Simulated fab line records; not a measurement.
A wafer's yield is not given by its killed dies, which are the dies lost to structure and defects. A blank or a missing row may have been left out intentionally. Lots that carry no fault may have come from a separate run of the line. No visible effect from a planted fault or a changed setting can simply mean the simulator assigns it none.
Matching of chambers ; flow nand harc ; rie diel-10 running NHARC_P_GATE_DESCUM_13: 4 sister chambers
The step chemistry O2, time 3 s. 4 wafers are shown with their chamber, then 10 later ones without.

EACH WAFER AND ITS CHAMBER
wafer;chamber;showerhead plenum p Torr (Torr)
L086.1;2;1.88
L086.2;1;1.87
L087.1;3;1.97
L087.3;0;1.94

WAFERS WHOSE CHAMBER IS MISSING
wafer;showerhead plenum p Torr (Torr)
L087.6;1.88
L088.2;1.88
L088.3;1.97
L088.5;1.94
L092.1;1.88
L092.2;1.94
L092.4;1.86
L095.2;1.94
L095.5;1.86
L095.6;1.94

EACH ONE'S CHAMBER
wafer;from the rows above;in truth
L087.6;2;2
L088.2;2;2
L088.3;3;3
L088.5;0;0
L092.1;2;2
L092.2;0;0
L092.4;1;1
L095.2;0;0
L095.5;1;1
L095.6;0;0
Correct placement for 10 of the 10. From these rows, 0 cannot be placed. Placed wrongly: 0.
How it was worked out, from the rows above alone: a wafer's distance from a chamber is the root of the sum, over the readings, of the square of ((its reading less the chamber's mean) divided by the reading's scatter). The wafer belongs to the nearest chamber; if the next one is less than 2 further off, it can't be placed. A chamber's mean is the mean of its shown wafers. The scatter: root of mean squared gap, hidden wafer to nearest shown wafer, with one shown wafer a chamber.
